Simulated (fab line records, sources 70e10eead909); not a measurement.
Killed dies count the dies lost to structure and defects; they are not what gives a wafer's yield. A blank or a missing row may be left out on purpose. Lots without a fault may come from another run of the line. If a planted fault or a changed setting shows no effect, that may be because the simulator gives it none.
Which of the tools did it? + flow nand_harc + 24 lots, 72 wafers sampled, at 6 steps of a route of 1159

== WHAT THE GAUGES SHOWED, per wafer ==
NHARC_A_CONTACT_OVL_MEAS_70. Usual: overlay_x_nm 0.0 nm, standard deviation 0.92; overlay_y_nm 0.1 nm, standard deviation 0.87.
| lot  | measured     | on         | overlay_x_nm (nm) | overlay_y_nm (nm) | flag |
|------|--------------|------------|-------------------|-------------------|------|
| L075 | day 16 19:38 | overlay-02 | -1.3 -1.4 -1.0    | 0.9 1.8 1.0       |      |
| L076 | day 16 21:54 | overlay-02 | 1.0 1.3 0.4       | -0.4 -0.2 -0.2    |      |
| L074 | day 16 19:47 | overlay-02 | -0.2 0.2 -0.5     | 1.1 0.6 0.8       |      |
| L079 | day 17 07:35 | overlay-02 | -1.2 -0.7 -0.9    | -0.3 -0.5 -0.4    |      |
| L078 | day 17 14:23 | overlay-02 | 0.4 -0.3 0.1      | 0.5 0.4 0.0       |      |
| L077 | day 17 17:20 | overlay-02 | 1.2 1.3 1.4       | 1.6 1.2 1.1       |      |
| L080 | day 17 23:16 | overlay-02 | -0.9 -0.8 -0.5    | -0.4 -0.8 -0.5    |      |
| L082 | day 18 03:57 | overlay-01 | 0.8 0.2 0.8       | -1.1 -0.9 -1.1    |      |
| L081 | day 18 12:31 | overlay-02 | -0.9 -0.6 -1.0    | 1.1 0.4 1.0       |      |
| L084 | day 19 01:17 | overlay-01 | -0.9 -0.2 -0.8    | -0.1 -0.5 0.0     |      |
| L083 | day 19 00:00 | overlay-01 | -2.0 -1.1 -1.4    | -0.2 0.2 -0.5     |      |
| L087 | day 19 15:46 | overlay-02 | 0.9 0.9 0.7       | -1.8 -1.9 -1.7    |      |
| L085 | day 19 10:34 | overlay-02 | 1.2 0.8 0.6       | -1.3 -1.7 -0.7    |      |
| L088 | day 19 13:02 | overlay-02 | 1.3 1.4 1.9       | 1.3 1.5 1.5       |      |
| L086 | day 19 21:19 | overlay-01 | -0.3 -0.2 -0.1    | 0.6 0.2 0.5       |      |
| L089 | day 20 03:46 | overlay-02 | 1.0 0.9 1.2       | 0.5 0.7 0.8       |      |
| L091 | day 20 17:04 | overlay-01 | 0.3 0.2 0.5       | 0.7 1.2 1.5       |      |
| L090 | day 20 14:47 | overlay-01 | 0.0 0.1 0.4       | 1.4 1.4 1.5       |      |
| L094 | day 20 21:20 | overlay-02 | 0.4 -0.2 0.1      | 0.2 0.4 -0.1      |      |
| L093 | day 21 04:11 | overlay-01 | -0.6 -0.2 -0.3    | -0.1 -0.2 -0.4    |      |
| L092 | day 21 16:38 | overlay-01 | 1.4 1.1 1.7       | -0.2 0.3 -0.5     |      |
| L095 | day 21 22:13 | overlay-01 | -1.7 -1.3 -1.0    | -0.3 0.4 0.2      |      |
| L096 | day 22 11:47 | overlay-02 | -1.4 -1.4 -1.4    | -1.0 -1.3 -0.7    |      |
| L097 | day 22 11:19 | overlay-02 | 0.4 0.9 -0.5      | -0.1 0.2 0.2      |      |

== TOOL THAT RAN EACH LOT (tool first, then ch and the chambers of the sampled wafers, then the start) ==
| lot  | NHARC_A_STAIRCASE_STRIP_446          | NHARC_A_SGD_CUT_ETCH_59                       | NHARC_A_WL_FILL_ETCHBACK_16                   | NHARC_A_CONTACT_ETCH_49                       | NHARC_A_CONTACT_ETCH_102           |
|------|--------------------------------------|-----------------------------------------------|-----------------------------------------------|-----------------------------------------------|------------------------------------|
| L075 | plasma_asher-01 ch 0,1, day 13 23:12 | rie_diel-07 ch 0,1,3, day 16 16:02 or earlier | rie_diel-12 ch 0,2,3, day 16 16:02 or earlier | rie_diel-05 ch 0,1,2, day 16 16:02 or earlier | rie_diel-11 ch 0,1,3, day 16 16:02 |
| L076 | plasma_asher-01 ch 0,1, day 13 23:26 | rie_diel-08 ch 0,1,2, day 16 18:41 or earlier | rie_diel-09 ch 0,2,3, day 16 18:41 or earlier | rie_diel-06 ch 0,2,3, day 16 18:41 or earlier | rie_diel-11 ch 0,1,2, day 16 18:41 |
| L074 | plasma_asher-02 ch 0,1, day 13 23:28 | rie_diel-13 ch 0,1,2, day 16 16:14 or earlier | rie_diel-10 ch 1,2,3, day 16 16:14 or earlier | rie_diel-06 ch 1,2, day 16 16:14 or earlier   | rie_diel-05 ch 0,1, day 16 16:14   |
| L079 | plasma_asher-01 ch 0,1, day 14 08:14 | rie_diel-08 ch 0,1,2, day 17 04:23 or earlier | rie_diel-12 ch 0,2,3, day 17 04:23 or earlier | rie_diel-11 ch 0,1,2, day 17 04:23 or earlier | rie_diel-06 ch 2,3, day 17 04:23   |
| L078 | plasma_asher-02 ch 0,1, day 14 08:22 | rie_diel-07 ch 0,1,2, day 17 06:53 or earlier | rie_diel-10 ch 0,1,2, day 17 06:53 or earlier | rie_diel-11 ch 1,2,3, day 17 06:53 or earlier | rie_diel-06 ch 0,3, day 17 06:53   |
| L077 | plasma_asher-02 ch 0,1, day 14 09:37 | rie_diel-13 ch 0,3, day 17 12:30 or earlier   | rie_diel-09 ch 1,3, day 17 12:30 or earlier   | rie_diel-05 ch 0,1,3, day 17 12:30 or earlier | rie_diel-11 ch 0,2, day 17 12:30   |
| L080 | plasma_asher-01 ch 0,1, day 14 22:01 | rie_diel-13 ch 0,2,3, day 17 20:04 or earlier | rie_diel-10 ch 0,1,2, day 17 20:04 or earlier | rie_diel-11 ch 0,3, day 17 20:04 or earlier   | rie_diel-05 ch 0,2, day 17 20:04   |
| L082 | plasma_asher-02 ch 0,1, day 14 22:19 | rie_diel-07 ch 0,1,2, day 17 22:05 or earlier | rie_diel-09 ch 1,2,3, day 17 22:05 or earlier | rie_diel-05 ch 1,2,3, day 17 22:05 or earlier | rie_diel-06 ch 2,3, day 17 22:05   |
| L081 | plasma_asher-01 ch 0,1, day 15 10:58 | rie_diel-07 ch 1,2, day 18 06:14 or earlier   | rie_diel-09 ch 0,1,3, day 18 06:14 or earlier | rie_diel-06 ch 1,2, day 18 06:14 or earlier   | rie_diel-11 ch 0,2,3, day 18 06:14 |
| L084 | plasma_asher-02 ch 0, day 16 00:00   | rie_diel-13 ch 0,2, day 18 22:12 or earlier   | rie_diel-12 ch 1,3, day 18 22:12 or earlier   | rie_diel-11 ch 1,2,3, day 18 22:12 or earlier | rie_diel-05 ch 0,1,2, day 18 22:12 |
| L083 | plasma_asher-01 ch 0,1, day 16 00:06 | rie_diel-07 ch 0,3, day 18 20:32 or earlier   | rie_diel-12 ch 0,1,2, day 18 20:32 or earlier | rie_diel-05 ch 0,1,3, day 18 20:32 or earlier | rie_diel-06 ch 0,1, day 18 20:32   |
| L087 | plasma_asher-01 ch 0,1, day 16 20:07 | rie_diel-13 ch 0,1,3, day 19 12:30 or earlier | rie_diel-10 ch 0,1,3, day 19 12:30 or earlier | rie_diel-05 ch 0,1,3, day 19 12:30 or earlier | rie_diel-05 ch 0,2,3, day 19 12:30 |
| L085 | plasma_asher-02 ch 0,1, day 16 20:16 | rie_diel-13 ch 0,1, day 19 06:54 or earlier   | rie_diel-10 ch 0,1,2, day 19 06:54 or earlier | rie_diel-11 ch 0,1,2, day 19 06:54 or earlier | rie_diel-05 ch 0,2,3, day 19 06:54 |
| L088 | plasma_asher-01 ch 0, day 16 21:48   | rie_diel-07 ch 0,1,2, day 19 09:49 or earlier | rie_diel-12 ch 0,1, day 19 09:49 or earlier   | rie_diel-11 ch 2,3, day 19 09:49 or earlier   | rie_diel-11 ch 0,1,3, day 19 09:49 |
| L086 | plasma_asher-02 ch 0,1, day 16 23:44 | rie_diel-08 ch 2,3, day 17 03:48              | rie_diel-09 ch 0,1,3, day 19 17:58 or earlier | rie_diel-05 ch 0,2, day 19 17:58 or earlier   | rie_diel-11 ch 1,2, day 19 17:58   |
| L089 | plasma_asher-01 ch 0,1, day 17 09:34 | rie_diel-08 ch 0,2,3, day 20 00:09 or earlier | rie_diel-10 ch 0,1,2, day 20 00:09 or earlier | rie_diel-06 ch 0,1,2, day 20 00:09 or earlier | rie_diel-11 ch 0,1, day 20 00:09   |
| L091 | plasma_asher-02 ch 0,1, day 17 13:20 | rie_diel-08 ch 0,1,2, day 20 13:49 or earlier | rie_diel-09 ch 1,2,3, day 20 13:49 or earlier | rie_diel-11 ch 0,1,3, day 20 13:49 or earlier | rie_diel-11 ch 2,3, day 20 13:49   |
| L090 | plasma_asher-01 ch 0,1, day 17 13:28 | rie_diel-13 ch 0,1,3, day 20 11:42 or earlier | rie_diel-10 ch 0,2, day 20 11:42 or earlier   | rie_diel-11 ch 1,3, day 20 11:42 or earlier   | rie_diel-05 ch 0,3, day 20 11:42   |
| L094 | plasma_asher-01 ch 0,1, day 18 02:17 | rie_diel-08 ch 2,3, day 20 16:44 or earlier   | rie_diel-10 ch 0,1,2, day 20 16:44 or earlier | rie_diel-06 ch 0,3, day 20 16:44 or earlier   | rie_diel-11 ch 1,2,3, day 20 16:44 |
| L093 | plasma_asher-01 ch 0,1, day 18 02:37 | rie_diel-13 ch 1,2,3, day 20 15:53 or earlier | rie_diel-12 ch 1,2,3, day 20 15:53 or earlier | rie_diel-06 ch 0,1, day 20 15:53              | rie_diel-06 ch 0,2, day 20 19:44   |
| L092 | plasma_asher-02 ch 0,1, day 18 16:21 | rie_diel-13 ch 0,2,3, day 21 13:33 or earlier | rie_diel-09 ch 0,2,3, day 21 13:33 or earlier | rie_diel-11 ch 1,2,3, day 21 13:33 or earlier | rie_diel-11 ch 1,2,3, day 21 13:33 |
| L095 | plasma_asher-02 ch 0,1, day 19 06:26 | rie_diel-08 ch 1,2,3, day 21 18:59 or earlier | rie_diel-12 ch 0,1,2, day 21 18:59 or earlier | rie_diel-11 ch 1,2,3, day 21 18:59 or earlier | rie_diel-05 ch 1,3, day 21 18:59   |
| L096 | plasma_asher-01 ch 0,1, day 19 16:52 | rie_diel-13 ch 1,3, day 22 08:30 or earlier   | rie_diel-09 ch 0,1,3, day 22 08:30 or earlier | rie_diel-06 ch 0,3, day 22 08:30 or earlier   | rie_diel-05 ch 0,1,2, day 22 08:30 |
| L097 | plasma_asher-01 ch 1, day 19 17:11   | rie_diel-08 ch 0,1,3, day 22 08:07 or earlier | rie_diel-10 ch 0,3, day 22 08:07 or earlier   | rie_diel-11 ch 1,2,3, day 22 08:07 or earlier | rie_diel-06 ch 0,3, day 22 08:07   |
- NHARC_A_STAIRCASE_STRIP_446: strips in O2.
- NHARC_A_SGD_CUT_ETCH_59: etches the open film in N2/H2, target depth 260 nm, time 406.25 s.
- NHARC_A_WL_FILL_ETCHBACK_16: etches the open film in C4F8/O2/Ar, target depth 88 nm, time 17.6 s.
- NHARC_A_CONTACT_ETCH_49: etches the open film in N2/H2, target depth 260 nm, time 475.3 s.
- NHARC_A_CONTACT_ETCH_102: etches the open film in CF4/O2, target depth 70 nm, overetch 7 nm, time 38.5 s.

== AS READ BY THE TOOLS THEMSELVES (means over the sampled wafers that have a number; for cases with no such wafer, the mark the record gives instead) ==
NHARC_A_STAIRCASE_STRIP_446. Usual: drypump_motor_current_A 6.0 A, standard deviation 0.38; heater_power_w 322 W, standard deviation 22.
| lot  | tool            | drypump_motor_current_A (A) | heater_power_w (W) | flag |
|------|-----------------|-----------------------------|--------------------|------|
| L075 | plasma_asher-01 | 6.2                         | 313                |      |
| L076 | plasma_asher-01 | 6.3                         | 311                |      |
| L074 | plasma_asher-02 | 5.6                         | 340                |      |
| L079 | plasma_asher-01 | 6.1                         | 321                |      |
| L078 | plasma_asher-02 | 5.6                         | 337                |      |
| L077 | plasma_asher-02 | 5.6                         | 339                |      |
| L080 | plasma_asher-01 | 6.3                         | 308                |      |
| L082 | plasma_asher-02 | 5.8                         | 319                |      |
| L081 | plasma_asher-01 | 6.3                         | 309                |      |
| L084 | plasma_asher-02 | 5.4                         | 356                |      |
| L083 | plasma_asher-01 | 6.2                         | 307                |      |
| L087 | plasma_asher-01 | 6.1                         | 321                |      |
| L085 | plasma_asher-02 | 5.8                         | 322                |      |
| L088 | plasma_asher-01 | 6.4                         | 299                |      |
| L086 | plasma_asher-02 | 5.6                         | 335                |      |
| L089 | plasma_asher-01 | 6.0                         | 321                |      |
| L091 | plasma_asher-02 | 5.6                         | 334                |      |
| L090 | plasma_asher-01 | 6.1                         | 322                |      |
| L094 | plasma_asher-01 | 6.1                         | 322                |      |
| L093 | plasma_asher-01 | 6.3                         | 313                |      |
| L092 | plasma_asher-02 | 5.8                         | 320                |      |
| L095 | plasma_asher-02 | 5.6                         | 338                |      |
| L096 | plasma_asher-01 | 6.3                         | 312                |      |
| L097 | plasma_asher-01 | 5.8                         | 335                |      |

NHARC_A_SGD_CUT_ETCH_59. Usual: drypump_motor_current_A 5.5 A, standard deviation 0.41; oes_product_au 0.999 a.u., standard deviation 0.012; rf_vpp_V 431.6 V, standard deviation 2.2; showerhead_plenum_p_Torr 2.08 Torr, standard deviation 0.079; throttle_valve_pct 14.171 %, standard deviation 0.0097.
| lot  | tool        | drypump_motor_current_A (A) | oes_product_au (a.u.) | rf_vpp_V (V) | showerhead_plenum_p_Torr (Torr) | throttle_valve_pct (%) | flag |
|------|-------------|-----------------------------|-----------------------|--------------|---------------------------------|------------------------|------|
| L075 | rie_diel-07 | 5.4                         | 1.010                 | 430.7        | 2.02                            | 14.168                 |      |
| L076 | rie_diel-08 | 5.4                         | 0.991                 | 431.9        | 2.10                            | 14.175                 |      |
| L074 | rie_diel-13 | 5.8                         | 1.001                 | 433.4        | 2.14                            | 14.170                 |      |
| L079 | rie_diel-08 | 5.3                         | 0.995                 | 432.2        | 2.10                            | 14.169                 |      |
| L078 | rie_diel-07 | 5.4                         | 0.998                 | 429.7        | 2.04                            | 14.169                 |      |
| L077 | rie_diel-13 | 6.1                         | 0.989                 | 433.6        | 2.15                            | 14.176                 |      |
| L080 | rie_diel-13 | 6.0                         | 0.994                 | 433.1        | 2.16                            | 14.167                 |      |
| L082 | rie_diel-07 | 5.4                         | 0.996                 | 430.5        | 2.03                            | 14.164                 |      |
| L081 | rie_diel-07 | 5.3                         | 1.006                 | 429.9        | 2.01                            | 14.180                 |      |
| L084 | rie_diel-13 | 5.9                         | 0.992                 | 433.2        | 2.15                            | 14.174                 |      |
| L083 | rie_diel-07 | 5.4                         | 1.000                 | 430.6        | 2.03                            | 14.164                 |      |
| L087 | rie_diel-13 | 6.0                         | 0.999                 | 433.1        | 2.15                            | 14.173                 |      |
| L085 | rie_diel-13 | 5.7                         | 1.016                 | 433.2        | 2.13                            | 14.175                 |      |
| L088 | rie_diel-07 | 5.4                         | 0.996                 | 430.0        | 2.03                            | 14.171                 |      |
| L086 | rie_diel-08 | 5.0                         | 1.000                 | 429.0        | 1.98                            | 14.174                 |      |
| L089 | rie_diel-08 | 5.2                         | 1.000                 | 430.6        | 2.03                            | 14.167                 |      |
| L091 | rie_diel-08 | 5.4                         | 1.000                 | 432.1        | 2.09                            | 14.162                 |      |
| L090 | rie_diel-13 | 6.0                         | 1.002                 | 432.8        | 2.15                            | 14.181                 |      |
| L094 | rie_diel-08 | 5.0                         | 0.993                 | 429.0        | 1.98                            | 14.163                 |      |
| L093 | rie_diel-13 | 5.9                         | 1.007                 | 433.6        | 2.16                            | 14.171                 |      |
| L092 | rie_diel-13 | 6.0                         | 0.995                 | 434.1        | 2.16                            | 14.171                 |      |
| L095 | rie_diel-08 | 5.1                         | 0.997                 | 431.3        | 2.04                            | 14.178                 |      |
| L096 | rie_diel-13 | 5.9                         | 1.018                 | 433.5        | 2.15                            | 14.174                 |      |
| L097 | rie_diel-08 | 5.4                         | 0.991                 | 429.9        | 2.02                            | 14.174                 |      |

NHARC_A_WL_FILL_ETCHBACK_16. Usual: oes_product_au 0.98 a.u., standard deviation 0.033; rf_vpp_V 724 V, standard deviation 3.6.
| lot  | tool        | oes_product_au (a.u.) | rf_vpp_V (V) | flag |
|------|-------------|-----------------------|--------------|------|
| L075 | rie_diel-12 | 1.00                  | 725          |      |
| L076 | rie_diel-09 | 1.00                  | 725          |      |
| L074 | rie_diel-10 | 0.92                  | 726          |      |
| L079 | rie_diel-12 | 0.99                  | 724          |      |
| L078 | rie_diel-10 | 1.00                  | 722          |      |
| L077 | rie_diel-09 | 1.01                  | 722          |      |
| L080 | rie_diel-10 | 0.99                  | 723          |      |
| L082 | rie_diel-09 | 1.00                  | 726          |      |
| L081 | rie_diel-09 | 0.97                  | 723          |      |
| L084 | rie_diel-12 | 1.01                  | 721          |      |
| L083 | rie_diel-12 | 0.99                  | 724          |      |
| L087 | rie_diel-10 | 0.99                  | 724          |      |
| L085 | rie_diel-10 | 0.99                  | 723          |      |
| L088 | rie_diel-12 | 1.00                  | 724          |      |
| L086 | rie_diel-09 | 0.95                  | 723          |      |
| L089 | rie_diel-10 | 0.92                  | 722          |      |
| L091 | rie_diel-09 | 1.00                  | 726          |      |
| L090 | rie_diel-10 | 0.97                  | 723          |      |
| L094 | rie_diel-10 | 1.00                  | 723          |      |
| L093 | rie_diel-12 | 1.01                  | 725          |      |
| L092 | rie_diel-09 | 0.93                  | 724          |      |
| L095 | rie_diel-12 | 1.00                  | 725          |      |
| L096 | rie_diel-09 | 0.93                  | 723          |      |
| L097 | rie_diel-10 | 0.97                  | 722          |      |

NHARC_A_CONTACT_ETCH_49. Usual: drypump_motor_current_A 5.6 A, standard deviation 0.31; oes_product_au 1.001 a.u., standard deviation 0.013; rf_vpp_V 429.6 V, standard deviation 2.9; showerhead_plenum_p_Torr 2.01 Torr, standard deviation 0.1; throttle_valve_pct 14.173 %, standard deviation 0.0097.
| lot  | tool        | drypump_motor_current_A (A) | oes_product_au (a.u.) | rf_vpp_V (V) | showerhead_plenum_p_Torr (Torr) | throttle_valve_pct (%) | flag |
|------|-------------|-----------------------------|-----------------------|--------------|---------------------------------|------------------------|------|
| L075 | rie_diel-05 | 5.6                         | 0.993                 | 430.8        | 2.02                            | 14.164                 |      |
| L076 | rie_diel-06 | 5.7                         | 0.992                 | 428.1        | 1.98                            | 14.175                 |      |
| L074 | rie_diel-06 | 6.1                         | 0.983                 | 429.0        | 1.97                            | 14.172                 |      |
| L079 | rie_diel-11 | 5.5                         | 1.007                 | 428.1        | 1.95                            | 14.172                 |      |
| L078 | rie_diel-11 | 5.4                         | 1.003                 | 427.9        | 1.97                            | 14.164                 |      |
| L077 | rie_diel-05 | 5.5                         | 1.008                 | 429.8        | 2.04                            | 14.168                 |      |
| L080 | rie_diel-11 | 5.5                         | 1.012                 | 427.5        | 1.90                            | 14.174                 |      |
| L082 | rie_diel-05 | 5.5                         | 1.011                 | 432.8        | 2.11                            | 14.172                 |      |
| L081 | rie_diel-06 | 6.1                         | 0.983                 | 428.3        | 1.97                            | 14.173                 |      |
| L084 | rie_diel-11 | 5.4                         | 1.010                 | 428.4        | 1.97                            | 14.180                 |      |
| L083 | rie_diel-05 | 5.5                         | 1.007                 | 431.7        | 2.03                            | 14.175                 |      |
| L087 | rie_diel-05 | 5.5                         | 1.002                 | 430.2        | 2.03                            | 14.174                 |      |
| L085 | rie_diel-11 | 5.5                         | 0.998                 | 428.0        | 1.95                            | 14.172                 |      |
| L088 | rie_diel-11 | 5.2                         | 1.001                 | 429.5        | 1.97                            | 14.179                 |      |
| L086 | rie_diel-05 | 5.7                         | 1.011                 | 430.9        | 2.06                            | 14.172                 |      |
| L089 | rie_diel-06 | 5.9                         | 1.005                 | 430.4        | 2.05                            | 14.165                 |      |
| L091 | rie_diel-11 | 5.5                         | 1.000                 | 427.3        | 1.93                            | 14.169                 |      |
| L090 | rie_diel-11 | 5.4                         | 1.004                 | 427.1        | 1.94                            | 14.181                 |      |
| L094 | rie_diel-06 | 5.5                         | 0.994                 | 434.0        | 2.18                            | 14.170                 |      |
| L093 | rie_diel-06 | 5.6                         | 0.994                 | 433.4        | 2.15                            | 14.173                 |      |
| L092 | rie_diel-11 | 5.4                         | 0.999                 | 428.5        | 1.96                            | 14.168                 |      |
| L095 | rie_diel-11 | 5.4                         | 0.999                 | 428.1        | 1.96                            | 14.178                 |      |
| L096 | rie_diel-06 | 5.5                         | 0.997                 | 435.3        | 2.18                            | 14.172                 |      |
| L097 | rie_diel-11 | 5.4                         | 1.005                 | 427.6        | 1.96                            | 14.184                 |      |

NHARC_A_CONTACT_ETCH_102. Usual: drypump_motor_current_A 5.54 A, standard deviation 0.28; oes_product_au 1.001 a.u., standard deviation 0.012; rf_vpp_V 197.5 V, standard deviation 1.6; showerhead_plenum_p_Torr 1.32 Torr, standard deviation 0.064; throttle_valve_pct 13.397 %, standard deviation 0.0078.
| lot  | tool        | drypump_motor_current_A (A) | oes_product_au (a.u.) | rf_vpp_V (V) | showerhead_plenum_p_Torr (Torr) | throttle_valve_pct (%) | flag |
|------|-------------|-----------------------------|-----------------------|--------------|---------------------------------|------------------------|------|
| L075 | rie_diel-11 | 5.50                        | 1.008                 | 196.1        | 1.27                            | 13.403                 |      |
| L076 | rie_diel-11 | 5.53                        | 1.004                 | 196.4        | 1.28                            | 13.397                 |      |
| L074 | rie_diel-05 | 5.53                        | 0.991                 | 196.8        | 1.28                            | 13.389                 |      |
| L079 | rie_diel-06 | 5.84                        | 0.980                 | 198.6        | 1.35                            | 13.398                 |      |
| L078 | rie_diel-06 | 5.51                        | 1.003                 | 196.1        | 1.29                            | 13.405                 |      |
| L077 | rie_diel-11 | 5.46                        | 1.017                 | 196.4        | 1.26                            | 13.406                 |      |
| L080 | rie_diel-05 | 5.68                        | 1.007                 | 198.6        | 1.35                            | 13.393                 |      |
| L082 | rie_diel-06 | 5.84                        | 0.988                 | 198.3        | 1.35                            | 13.391                 |      |
| L081 | rie_diel-11 | 5.31                        | 1.004                 | 196.9        | 1.27                            | 13.390                 |      |
| L084 | rie_diel-05 | 5.58                        | 0.997                 | 197.5        | 1.32                            | 13.397                 |      |
| L083 | rie_diel-06 | 5.85                        | 0.991                 | 198.7        | 1.37                            | 13.396                 |      |
| L087 | rie_diel-05 | 5.56                        | 1.005                 | 198.3        | 1.36                            | 13.396                 |      |
| L085 | rie_diel-05 | 5.56                        | 1.006                 | 198.4        | 1.36                            | 13.399                 |      |
| L088 | rie_diel-11 | 5.51                        | 0.997                 | 196.8        | 1.26                            | 13.399                 |      |
| L086 | rie_diel-11 | 5.38                        | 0.996                 | 197.6        | 1.31                            | 13.398                 |      |
| L089 | rie_diel-11 | 5.66                        | 1.001                 | 195.6        | 1.25                            | 13.394                 |      |
| L091 | rie_diel-11 | 5.17                        | 1.010                 | 196.5        | 1.29                            | 13.405                 |      |
| L090 | rie_diel-05 | 5.54                        | 0.996                 | 197.8        | 1.31                            | 13.399                 |      |
| L094 | rie_diel-11 | 5.36                        | 1.000                 | 196.7        | 1.29                            | 13.398                 |      |
| L093 | rie_diel-06 | 5.64                        | 1.003                 | 199.3        | 1.38                            | 13.386                 |      |
| L092 | rie_diel-11 | 5.36                        | 0.997                 | 196.4        | 1.29                            | 13.396                 |      |
| L095 | rie_diel-05 | 5.40                        | 1.018                 | 198.8        | 1.38                            | 13.395                 |      |
| L096 | rie_diel-05 | 5.58                        | 0.994                 | 198.0        | 1.31                            | 13.403                 |      |
| L097 | rie_diel-06 | 5.51                        | 0.998                 | 199.3        | 1.42                            | 13.391                 |      |

== THE ANSWER, worked out from the rows above alone ==
Rule: lot off if the mean of its wafers having a number is beyond 3 standard deviations from the usual mean. Also off: a lot with no number at a reading for which 4 or more lots have one. The other lots that the step has rows for count as sound. Order of review: gauges by route order, followed by the tools' own readings, for which a lot's mean as printed above is used. At the first step where some lot is off, the reading lying furthest off is the one used; lots without a number count as furthest.
Nothing can be told from this: no lot is off at any reading shown.

== WHAT WAS PUT IN BY THE SIMULATOR ==
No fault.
